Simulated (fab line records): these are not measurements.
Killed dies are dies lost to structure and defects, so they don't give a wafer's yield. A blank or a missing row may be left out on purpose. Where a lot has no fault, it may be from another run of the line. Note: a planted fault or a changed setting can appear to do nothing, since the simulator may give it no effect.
Chamber matching || flow nand harc || NHARC_A_BLC_STRIP_21 on rie diel-03 has 4 sister chambers
The step strips in O2. 4 wafers are shown with their chamber, then 11 later ones without.

== WAFERS PAIRED WITH THEIR CHAMBERS ==
{"wafer": "L085.6", "chamber": 3, "showerhead plenum p Torr (Torr)": 3.50}
{"wafer": "L079.3", "chamber": 2, "showerhead plenum p Torr (Torr)": 3.73}
{"wafer": "L079.5", "chamber": 0, "showerhead plenum p Torr (Torr)": 3.41}
{"wafer": "L087.1", "chamber": 1, "showerhead plenum p Torr (Torr)": 3.49}

== WAFERS MISSING THEIR CHAMBER ==
{"wafer": "L087.2", "showerhead plenum p Torr (Torr)": 3.73}
{"wafer": "L087.5", "showerhead plenum p Torr (Torr)": 3.50}
{"wafer": "L088.3", "showerhead plenum p Torr (Torr)": 3.49}
{"wafer": "L088.4", "showerhead plenum p Torr (Torr)": 3.41}
{"wafer": "L088.5", "showerhead plenum p Torr (Torr)": 3.73}
{"wafer": "L092.1", "showerhead plenum p Torr (Torr)": 3.40}
{"wafer": "L092.5", "showerhead plenum p Torr (Torr)": 3.73}
{"wafer": "L092.6", "showerhead plenum p Torr (Torr)": 3.49}
{"wafer": "L097.2", "showerhead plenum p Torr (Torr)": 3.50}
{"wafer": "L097.3", "showerhead plenum p Torr (Torr)": 3.49}
{"wafer": "L097.6", "showerhead plenum p Torr (Torr)": 3.50}

== THE CHAMBER EACH PASSED THROUGH ==
{"wafer": "L087.2", "from the rows above": 2, "in truth": 2}
{"wafer": "L087.5", "from the rows above": 3, "in truth": 3}
{"wafer": "L088.3", "from the rows above": 1, "in truth": 1}
{"wafer": "L088.4", "from the rows above": 0, "in truth": 0}
{"wafer": "L088.5", "from the rows above": 2, "in truth": 2}
{"wafer": "L092.1", "from the rows above": 0, "in truth": 0}
{"wafer": "L092.5", "from the rows above": 2, "in truth": 2}
{"wafer": "L092.6", "from the rows above": 1, "in truth": 1}
{"wafer": "L097.2", "from the rows above": 3, "in truth": 3}
{"wafer": "L097.3", "from the rows above": 1, "in truth": 1}
{"wafer": "L097.6", "from the rows above": 3, "in truth": 3}
Correctly placed: 11 of 11. Not placeable from these rows: 0. Number placed wrongly: 0.
How it was worked out, from the rows above alone: a wafer's distance from a chamber is the root of the sum, over the readings, of the square of ((its reading less the chamber's mean) divided by the reading's scatter). The wafer belongs to the nearest chamber; if the next one is less than 2 further off, it can't be placed. The mean given for a chamber averages the wafers shown for that chamber. The scatter (one wafer shown for each chamber): square how far every hidden wafer sits from the nearest shown wafer, average those squares and take the square root.
